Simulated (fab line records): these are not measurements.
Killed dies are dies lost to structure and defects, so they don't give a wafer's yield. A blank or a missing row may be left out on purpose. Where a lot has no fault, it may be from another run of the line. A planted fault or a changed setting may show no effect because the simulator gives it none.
The tool behind it: which one? -- flow nand harc -- 6 lots, 18 wafers sampled, at 2 steps of a route of 1159

## WHAT THE GAUGES SHOWED, per wafer
NHARC_P_ZERO_WELL_CD_MEAS_52: the cd target is 2000 nm.
lot,measured,on,cd nm (nm)
L801,day 1 23:52,cd sem-02,1998.9 2000.1 1998.8
L804,day 2 17:57,cd sem-03,2000.3 1999.4 2003.2
L806,day 3 05:47,cd sem-01,1999.4 2005.9 2004.0
L809,day 4 00:27,cd sem-01,1997.9 2002.0 2000.7
L812,day 4 17:31,cd sem-03,1702.1 1701.0 1699.0
L822,day 7 05:49,cd sem-01,2000.1 1999.6 1997.4

## WHAT TOOL EACH LOT RAN ON (gives the tool, then ch and the chambers of the sampled wafers, and finally the start)
lot,NHARC_P_ZERO_WELL_EXPOSE_49
L801,"krf scanner-04 ch 0, day 1 23:42"
L804,"krf scanner-03 ch 0, day 2 17:47"
L806,"krf scanner-01 ch 0, day 3 05:38"
L809,"krf scanner-01 ch 0, day 4 00:18"
L812,"krf scanner-03 ch 0, day 4 17:21"
L822,"krf scanner-04 ch 0, day 7 05:40"
- NHARC_P_ZERO_WELL_EXPOSE_49: exposes mask P HVPW, target cd 2000 nm.

## THE ANSWER, worked out from the rows above alone
Rule: the lots themselves supply what counts as usual. The widest of any qualifying gaps counts: lots, ordered by their means at a reading, are off when they make up no more than a third of the lots, leave a main group of 4 or more, and stand apart from it by 3 or more times the standard deviation of that group's means. The tables above print the reading to a certain number of digits; a main group whose means all agree to those digits is not used. Also off: a lot with no number at a reading for which 4 or more lots have one. Where the step has rows for the other lots, those lots are counted as sound.
Off, at NHARC_P_ZERO_WELL_CD_MEAS_52 on cd nm: L812. Mean 2000.5 nm and standard deviation 1.5 in the main group.
If a tool, at a process step before that reading, ran all the lots that are off and no sound lot after the first of them, it fits. Those tools and the gauges at NHARC_P_ZERO_WELL_CD_MEAS_52 are tried in the same way. Can't be told from this: 2 tools fit, krf scanner-03 at NHARC_P_ZERO_WELL_EXPOSE_49, cd sem-03 at NHARC_P_ZERO_WELL_CD_MEAS_52.

## WHAT THE SIMULATOR HAD PUT IN
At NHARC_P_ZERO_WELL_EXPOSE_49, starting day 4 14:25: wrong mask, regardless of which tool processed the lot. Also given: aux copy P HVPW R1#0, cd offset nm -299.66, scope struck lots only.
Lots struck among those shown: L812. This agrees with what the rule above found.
